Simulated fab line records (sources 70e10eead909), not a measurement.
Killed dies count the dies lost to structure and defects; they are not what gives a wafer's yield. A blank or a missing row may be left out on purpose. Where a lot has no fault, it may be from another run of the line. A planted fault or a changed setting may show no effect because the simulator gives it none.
Which tool did it?	flow nand harc	Sampling: 14 lots, 42 wafers, 5 of 1302 route steps

## WHAT THE GAUGES SHOWED, per wafer
The record holds no reading of a measuring or inspecting step that can be judged against a usual standard deviation.

## EACH LOT AND THE TOOL THAT RAN IT (in order: tool; ch and the chambers of the sampled wafers; start)
lot	NHARC_P_M0_ETCH_34	NHARC_P_M0_ETCH_15	NHARC_P_M0_ECD_22	NHARC_P_M0_CMP_23	NHARC_P_M0_DEP_32
L973	rie diel-10 ch 0,2, day 6 06:25	rie diel-10 ch 0,2, day 6 07:40 or earlier	ecd cu-02 ch 0,1, day 6 07:40	cmp-04 ch 0,1,3, day 6 08:23	pecvd-02 ch 0,1, day 6 09:01
L976	rie diel-11 ch 0,1,3, day 7 05:34	rie diel-11 ch 0,1,3, day 7 07:02 or earlier	ecd cu-02 ch 0,1, day 7 07:02	cmp-01 ch 1,3, day 7 07:47	pecvd-02 ch 0,1,2, day 7 08:25
L979	rie diel-11 ch 0,2,3, day 8 08:20	rie diel-11 ch 0,1,2, day 8 09:34 or earlier	ecd cu-01 ch 0,1, day 8 09:34	cmp-02 ch 1,2,3, day 8 10:17	pecvd-04 ch 0,1,2, day 8 10:55
L980	rie diel-10 ch 0,1,3, day 8 20:28	rie diel-10 ch 1,2,3, day 8 21:46 or earlier	ecd cu-01 ch 0,1, day 8 21:46	cmp-01 ch 0,2,3, day 8 22:26	pecvd-04 ch 0,1, day 8 23:06
L981	rie diel-09 ch 2,3, day 9 10:02	rie diel-09 ch 1,3, day 9 11:13 or earlier	ecd cu-02 ch 0,1, day 9 11:13	cmp-01 ch 0,1,3, day 9 12:02	pecvd-04 ch 0,1,2, day 9 12:35
L987	rie diel-11 ch 0,2,3, day 12 00:55	rie diel-11 ch 0,2,3, day 12 02:13 or earlier	ecd cu-02 ch 0,1, day 12 02:13	cmp-01 ch 0,1,3, day 12 02:56	pecvd-02 ch 1,2, day 12 03:30
L989	rie diel-10 ch 0,1,2, day 12 16:35	rie diel-10 ch 1,2, day 12 17:52 or earlier	ecd cu-01 ch 0,1, day 12 17:52	cmp-04 ch 0,2,3, day 12 18:35	pecvd-03 ch 0,1, day 12 19:14
L990	rie diel-09 ch 0,1,3, day 12 23:57	rie diel-09 ch 1,2,3, day 13 01:38 or earlier	ecd cu-02 ch 0,1, day 13 01:38	cmp-04 ch 1,2,3, day 13 02:22	pecvd-02 ch 1,2, day 13 03:01
L991	rie diel-10 ch 0,1, day 13 10:19	rie diel-10 ch 1,3, day 13 11:40 or earlier	ecd cu-01 ch 1, day 13 11:40	cmp-04 ch 0,1,3, day 13 12:24	pecvd-03 ch 1,2, day 13 13:03
L992	rie diel-09 ch 0,2,3, day 13 20:03	rie diel-09 ch 0,1,3, day 13 21:17 or earlier	ecd cu-01 ch 0,1, day 13 21:17	cmp-01 ch 0,1,3, day 13 22:03	pecvd-04 ch 0,1, day 13 22:38
L993	rie diel-11 ch 2,3, day 14 11:29	rie diel-11 ch 0,2,3, day 14 12:49 or earlier	ecd cu-02 ch 0,1, day 14 12:49	cmp-02 ch 1,2,3, day 14 13:30	pecvd-04 ch 0,1,2, day 14 14:11
L994	rie diel-11 ch 0,2,3, day 14 15:22	rie diel-11 ch 1,2,3, day 14 16:34 or earlier	ecd cu-02 ch 0,1, day 14 16:34	cmp-02 ch 1,2,3, day 14 17:17	pecvd-04 ch 0,1,2, day 14 17:54
L995	rie diel-10 ch 1,3, day 15 06:09	rie diel-10 ch 1,2, day 15 07:26 or earlier	ecd cu-02 ch 0,1, day 15 07:26	cmp-01 ch 1,2,3, day 15 08:10	pecvd-03 ch 0,1,2, day 15 08:44
L996	rie diel-09 ch 0,2,3, day 15 13:22	rie diel-09 ch 0,2,3, day 15 14:38 or earlier	ecd cu-02 ch 0,1, day 15 14:38	cmp-01 ch 0,1,2, day 15 15:19	pecvd-04 ch 0,2, day 15 15:56
- NHARC_P_M0_ETCH_34: etches the open film in N2/H2, target depth 40 nm, overetch 12 nm, time 43.94 s.
- NHARC_P_M0_ETCH_15: etches the open film in C4F8/Ar, target depth 150 nm, overetch 15 nm, time 82.5 s.
- NHARC_P_M0_ECD_22: material Cu, target thk 400 nm.
- NHARC_P_M0_CMP_23: polishes, t overpolish 20 s, target thk 117.54 nm.
- NHARC_P_M0_DEP_32: deposits SiCN, target thk 30 nm.

## AS READ BY THE TOOLS THEMSELVES (means over the sampled wafers that have a number; for cases with no such wafer, the mark the record gives instead)
NHARC_P_M0_ETCH_34. Usual: drypump motor current A 5.8 A, standard deviation 0.36; oes product au 1.002 a.u., standard deviation 0.012; rf vpp V 430.9 V, standard deviation 1.9; showerhead plenum p Torr 2.06 Torr, standard deviation 0.062; throttle valve pct 14.171 %, standard deviation 0.009.
lot	tool	drypump motor current A (A)	oes product au (a.u.)	rf vpp V (V)	showerhead plenum p Torr (Torr)	throttle valve pct (%)	flag
L973	rie diel-10	5.7	0.985	430.1	2.03	14.165	
L976	rie diel-11	6.0	1.006	432.1	2.09	14.171	
L979	rie diel-11	5.8	0.993	431.8	2.09	14.178	
L980	rie diel-10	5.6	0.998	431.5	2.05	14.168	
L981	rie diel-09	6.0	1.008	429.2	1.98	14.170	
L987	rie diel-11	5.8	1.006	431.3	2.09	14.170	
L989	rie diel-10	5.5	0.999	430.0	2.03	14.173	
L990	rie diel-09	6.0	1.001	430.8	2.03	14.175	
L991	rie diel-10	5.2	0.986	430.8	2.05	14.177	
L992	rie diel-09	6.0	1.006	429.8	2.00	14.172	
L993	rie diel-11	5.7	1.006	432.6	2.12	14.165	
L994	rie diel-11	5.8	1.010	431.7	2.09	14.174	
L995	rie diel-10	5.4	0.988	431.1	2.06	14.172	
L996	rie diel-09	6.0	1.003	429.4	2.00	14.169	

NHARC_P_M0_ETCH_15. Usual: oes product au 0.956 a.u., standard deviation 0.022; rf vpp V 441.4 V, standard deviation 1.8.
lot	tool	oes product au (a.u.)	rf vpp V (V)	flag
L973	rie diel-10	0.939	440.3	
L976	rie diel-11	0.956	442.9	
L979	rie diel-11	0.980	441.8	
L980	rie diel-10	0.922	440.5	
L981	rie diel-09	0.948	441.2	
L987	rie diel-11	0.968	442.1	
L989	rie diel-10	0.950	441.7	
L990	rie diel-09	0.926	440.4	
L991	rie diel-10	0.954	440.5	
L992	rie diel-09	0.930	441.0	
L993	rie diel-11	0.963	442.9	
L994	rie diel-11	0.973	442.5	
L995	rie diel-10	0.932	441.4	
L996	rie diel-09	0.966	439.6	

NHARC_P_M0_CMP_23. Usual: motor current A 11.7 A, standard deviation 1.4; time to endpoint s 28.8 s, standard deviation 2.6.
lot	tool	motor current A (A)	time to endpoint s (s)	flag
L973	cmp-04	11.1	30.6	
L976	cmp-01	10.7	27.2	
L979	cmp-02	12.4	24.9	
L980	cmp-01	12.5	22.2	
L981	cmp-01	11.8	27.7	
L987	cmp-01	11.6	29.7	
L989	cmp-04	10.9	25.2	
L990	cmp-04	11.9	27.9	
L991	cmp-04	11.0	22.6	
L992	cmp-01	11.9	28.3	
L993	cmp-02	12.5	30.9	
L994	cmp-02	12.2	31.5	
L995	cmp-01	12.0	28.7	
L996	cmp-01	11.4	29.7	

NHARC_P_M0_DEP_32. Usual: heater power w reads 591 W (standard deviation 70).
lot	tool	heater power w (W)	flag
L973	pecvd-02	572	
L976	pecvd-02	596	
L979	pecvd-04	638	
L980	pecvd-04	605	
L981	pecvd-04	602	
L987	pecvd-02	464	
L989	pecvd-03	593	
L990	pecvd-02	478	
L991	pecvd-03	586	
L992	pecvd-04	650	
L993	pecvd-04	598	
L994	pecvd-04	616	
L995	pecvd-03	600	
L996	pecvd-04	673	

## THE ANSWER, worked out from the rows above alone
Rule: lot off if the mean of its wafers having a number is beyond 3 standard deviations from the usual mean. A lot without any number at a reading at which 4 lots or more have one is off too. Where the step has rows for the other lots, those lots are counted as sound. After the gauges, taken in route order, come the tools' own readings; for these a lot's mean is taken, as printed above. At the first step where some lot is off, the reading lying furthest off is the one used; lots without a number count as furthest.
None of the lots is off at any reading shown; this tells nothing.

## WHAT THE SIMULATOR HAD INSERTED
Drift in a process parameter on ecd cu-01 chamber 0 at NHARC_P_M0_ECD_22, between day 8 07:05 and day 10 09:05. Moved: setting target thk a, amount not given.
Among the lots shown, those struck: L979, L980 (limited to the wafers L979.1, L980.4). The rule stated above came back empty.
